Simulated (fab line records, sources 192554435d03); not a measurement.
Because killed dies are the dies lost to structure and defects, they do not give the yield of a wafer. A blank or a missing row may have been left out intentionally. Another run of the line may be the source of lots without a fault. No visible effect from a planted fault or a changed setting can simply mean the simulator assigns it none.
Matching of chambers    flow n5 finfet    N5_BEOL_M1_ETCH_64 on rie diel-06 has 4 sister chambers
The step etches SOC in N2/H2, target depth 75 nm, overetch 15 nm, time 112.5 s. 16 wafers are shown with their chamber, then 8 later ones without.

WAFERS, EACH WITH ITS CHAMBER
wafer   chamber  showerhead plenum p Torr (Torr)  oes product au (a.u.)  throttle valve pct (%)
L076.1  1        2.61                             0.54                   17.96
L076.4  0        2.62                             0.56                   18.20
L076.6  3        2.59                             0.67                   18.06
L077.1  2        2.45                             0.62                   17.89
L077.2  3        2.59                             0.67                   18.06
L077.5  1        2.61                             0.54                   17.97
L087.3  3        2.58                             0.65                   18.10
L087.4  1        2.60                             0.54                   18.01
L087.6  3        2.58                             0.65                   18.08
L088.3  3        2.58                             0.64                   18.09
L088.5  1        2.60                             0.54                   17.99
L088.6  2        2.44                             0.61                   17.92
L089.2  0        2.61                             0.55                   18.22
L089.4  0        2.61                             0.56                   18.23
L089.5  2        2.44                             0.61                   17.94
L091.1  3        2.58                             0.64                   18.09

SIGNATURES, as means of the wafers listed above
reading                   chamber 0  chamber 1  chamber 2  chamber 3  scatter within a chamber
showerhead plenum p Torr  2.6133     2.6050     2.4433     2.5833     0.00553
oes product au            0.5567     0.5400     0.6133     0.6533     0.00943
throttle valve pct        18.2167    17.9825    17.9167    18.0800    0.0196
Rule: distance of a wafer from a chamber = root of the sum over the readings of ((wafer's reading minus chamber's mean) / reading's scatter) squared. If the next closest chamber is less than 2 further off than the closest, the wafer can't be placed; otherwise it belongs to the closest. How the scatter is found: for the shown wafers, subtract from each reading the mean of its chamber, square and add these, divide the total by (wafers less chambers), then take the root.

WAFERS WITH NO CHAMBER GIVEN
wafer   showerhead plenum p Torr (Torr)  oes product au (a.u.)  throttle valve pct (%)
L091.3  2.43                             0.60                   17.94
L091.4  2.61                             0.56                   18.21
L092.2  2.43                             0.60                   17.94
L092.3  2.61                             0.55                   18.23
L092.4  2.61                             0.55                   18.23
L093.3  2.43                             0.59                   17.96
L093.5  2.61                             0.55                   18.24
L093.6  2.57                             0.63                   18.12

THE CHAMBER EACH PASSED THROUGH
wafer   from the rows above  in truth
L091.3  2                    2
L091.4  0                    0
L092.2  2                    2
L092.3  0                    0
L092.4  0                    0
L093.3  2                    2
L093.5  0                    0
L093.6  3                    3
Correctly placed: 8 of 8. Number that these rows cannot place: 0. Wrongly placed: 0.
